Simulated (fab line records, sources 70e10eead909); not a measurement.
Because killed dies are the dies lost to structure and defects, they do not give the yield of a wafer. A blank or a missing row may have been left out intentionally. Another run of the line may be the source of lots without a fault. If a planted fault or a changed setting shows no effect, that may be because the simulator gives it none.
Which tool is to blame? | flow nandHarc | Sampling: 6 lots, 18 wafers, 5 of 1302 route steps

WHAT THE GAUGES READ, wafer by wafer
NHARC_END_SORT_01.
lot  | measured     | on        | killedAtArray
L852 | day 28 00:18 | prober-02 | 59 56 64
L861 | day 32 00:27 | prober-02 | 30 32 37

TOOL THAT RAN EACH LOT (tool first, then ch and the chambers of the sampled wafers, then the start)
lot  | NHARC_A_CONTACT_ETCH_138           | NHARC_A_CONTACT_ETCH_98                      | NHARC_A_BLC_SOFTBAKE_05          | NHARC_A_BLC_DESCUM_15
L844 | harCapEtch-03 ch 0,1, day 22 22:43 | rieDiel-08 ch 0,1,3, day 23 02:00 or earlier | lithoTrack-01 ch 0, day 23 02:00 | rieDiel-10 ch 0,2,3, day 23 02:55
L848 | harCapEtch-01 ch 0,1, day 24 00:38 | rieDiel-04 ch 0,1,3, day 24 04:00 or earlier | lithoTrack-06 ch 0, day 24 04:00 | rieDiel-09 ch 2,3, day 24 05:08
L850 | harCapEtch-01 ch 0,1, day 25 06:59 | rieDiel-02 ch 0,3, day 25 10:00 or earlier   | lithoTrack-06 ch 0, day 25 10:00 | rieDiel-10 ch 0,1, day 25 10:56
L852 | harCapEtch-02 ch 0,1, day 25 23:44 | rieDiel-08 ch 0,1,3, day 26 03:00 or earlier | lithoTrack-01 ch 0, day 26 03:00 | rieDiel-12 ch 0,1,3, day 26 03:47
L861 | harCapEtch-01 ch 0,1, day 29 21:17 | rieDiel-08 ch 1,2,3, day 30 00:00 or earlier | lithoTrack-06 ch 0, day 30 00:00 | rieDiel-10 ch 0,3, day 30 01:15
L864 | harCapEtch-01 ch 0,1, day 31 06:30 | rieDiel-04 ch 1,3, day 31 07:30              | lithoTrack-01 ch 0, day 31 10:00 | rieDiel-10 ch 0,3, day 31 10:56
- NHARC_A_CONTACT_ETCH_138: etches the open film in C4F8/O2/Ar, time 311 s, target depth 1914 nm.
- NHARC_A_CONTACT_ETCH_98: etches the open film in C4F6/O2, target depth 20 nm, time 10 s.
- NHARC_A_BLC_SOFTBAKE_05: time 55 s.
- NHARC_A_BLC_DESCUM_15: chemistry O2, time 3 s.

THE ANSWER, worked out from the rows above alone
Rule: the usual values come from the lots themselves. Put in order of their means at a reading, lots are off if they are a third of the lots or fewer, leave a main group of 4 or more, and stand apart from it by a gap of 3 or more times the standard deviation of the main group's means; of several such gaps the widest counts. If all means in a main group match to the digits the tables above print for the reading, that group is not used. Also off: a lot with no number at a reading for which 4 or more lots have one. All remaining lots with rows at the step are treated as sound.
None of the lots is off at any reading shown; this tells nothing.

WHAT WAS PUT IN BY THE SIMULATOR
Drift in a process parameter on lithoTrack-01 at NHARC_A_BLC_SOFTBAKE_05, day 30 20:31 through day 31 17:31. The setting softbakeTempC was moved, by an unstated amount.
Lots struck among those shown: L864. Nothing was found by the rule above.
